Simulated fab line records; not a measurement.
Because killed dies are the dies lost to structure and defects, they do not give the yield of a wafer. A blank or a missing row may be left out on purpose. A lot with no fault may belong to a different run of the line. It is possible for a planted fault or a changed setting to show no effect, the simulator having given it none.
Which of the tools did it? + flow n5_finfet + Sampling: 11 lots, 33 wafers, 2 of 1938 route steps

## WHAT THE GAUGES READ, wafer by wafer
N5_BEOL_M6_OCD_MEAS_38.
| lot  | measured     | on     | trench_depth_nm (nm) |
|------|--------------|--------|----------------------|
| L587 | day 9 01:11  | ocd-01 | 92.7 94.5 93.4       |
| L589 | day 9 01:35  | ocd-01 | 93.4 91.2 91.0       |
| L590 | day 9 14:38  | ocd-02 | 96.5 92.1 92.0       |
| L591 | day 9 20:28  | ocd-02 | 94.1 92.7 93.6       |
| L592 | day 10 05:09 | ocd-02 | 92.5 95.5 95.2       |
| L595 | day 10 23:45 | ocd-02 | 91.2 96.0 95.0       |
| L601 | day 13 14:59 | ocd-02 | 92.7 92.0 93.1       |
| L603 | day 13 18:46 | ocd-02 | 96.7 93.1 92.7       |
| L604 | day 13 19:13 | ocd-01 | 91.3 91.6 95.2       |
| L606 | day 13 22:54 | ocd-02 | 94.5 90.2 91.2       |
| L608 | day 14 13:04 | ocd-01 | 93.8 91.6 92.7       |

## WHAT TOOL EACH LOT RAN ON (gives the tool, then ch and the chambers of the sampled wafers, and finally the start)
| lot  | N5_BEOL_M6_ETCH_41                            |
|------|-----------------------------------------------|
| L587 | rie_diel-01 ch 1,2, day 9 01:11 or earlier    |
| L589 | rie_diel-01 ch 0,1,2, day 9 01:35 or earlier  |
| L590 | rie_diel-01 ch 0,2,3, day 9 14:38 or earlier  |
| L591 | rie_diel-01 ch 0,1,3, day 9 20:28 or earlier  |
| L592 | rie_diel-03 ch 0,1,2, day 10 05:09 or earlier |
| L595 | rie_diel-03 ch 0,1,2, day 10 23:45 or earlier |
| L601 | rie_diel-03 ch 0,2,3, day 13 14:59 or earlier |
| L603 | rie_diel-01 ch 1,2,3, day 13 18:46 or earlier |
| L604 | rie_diel-01 ch 1,2,3, day 13 19:13 or earlier |
| L606 | rie_diel-05 ch 0,1,3, day 13 22:54 or earlier |
| L608 | rie_diel-03 ch 0,2,3, day 14 13:04 or earlier |
- N5_BEOL_M6_ETCH_41: etches SiCN in CH3F/O2, target depth 29.7 nm, time 52 s.

## THE ANSWER, worked out from the rows above alone
Rule: what is usual is taken from the lots themselves. Put in order of their means at a reading, lots are off if they are a third of the lots or fewer, leave a main group of 4 or more, and stand apart from it by a gap of 3 or more times the standard deviation of the main group's means; of several such gaps the widest counts. Not used: any main group whose means are identical at the precision the tables above print for the reading. Also off: a lot with no number at a reading for which 4 or more lots have one. The other lots that the step has rows for count as sound.
None of the lots is off at any reading shown; this tells nothing.

## WHAT THE SIMULATOR HAD PUT IN
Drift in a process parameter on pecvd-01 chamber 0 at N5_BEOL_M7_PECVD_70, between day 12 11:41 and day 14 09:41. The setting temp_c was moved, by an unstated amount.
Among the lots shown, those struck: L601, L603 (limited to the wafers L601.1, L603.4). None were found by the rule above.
